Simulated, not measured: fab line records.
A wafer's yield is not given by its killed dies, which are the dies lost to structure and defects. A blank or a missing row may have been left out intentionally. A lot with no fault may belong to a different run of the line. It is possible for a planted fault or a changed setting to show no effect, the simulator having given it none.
Chamber matching	flow n5 finfet	N5_BEOL_M5_PECVD_70 on pecvd-03 has 3 sister chambers
The step deposits SiO2 from TEOS/O2, target thk 16 nm, time 18 s. 3 wafers are shown with their chamber, then 7 later ones without.

## WAFERS, EACH WITH ITS CHAMBER
wafer	chamber	throttle valve pct (%)
L841.5	0	21.2
L846.2	2	21.3
L846.3	1	22.0

## WAFERS WHOSE CHAMBER IS MISSING
wafer	throttle valve pct (%)
L846.6	21.7
L851.2	22.0
L851.4	21.5
L851.5	21.2
L852.1	22.0
L852.3	21.2
L852.6	21.5

## WHICH CHAMBER EACH ONE RAN IN
wafer	from the rows above	in truth
L846.6	can't be placed: 1 or 2 or 0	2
L851.2	1	1
L851.4	can't be placed: 2 or 0 or 1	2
L851.5	can't be placed: 0 or 2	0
L852.1	1	1
L852.3	can't be placed: 0 or 2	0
L852.6	can't be placed: 2 or 0 or 1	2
2 of 7 placed correctly. These rows do not allow placing 5 (true chamber among the candidates in 5). Number placed wrongly: 0.
How it was worked out, from the rows above alone: a wafer's distance from a chamber is the root of the sum, over the readings, of the square of ((its reading less the chamber's mean) divided by the reading's scatter). If the next closest chamber is less than 2 further off than the closest, the wafer can't be placed; otherwise it belongs to the closest. The mean given for a chamber averages the wafers shown for that chamber. The scatter: with one shown wafer a chamber, the root of the mean of the squares of how far each hidden wafer lies from its nearest shown one.
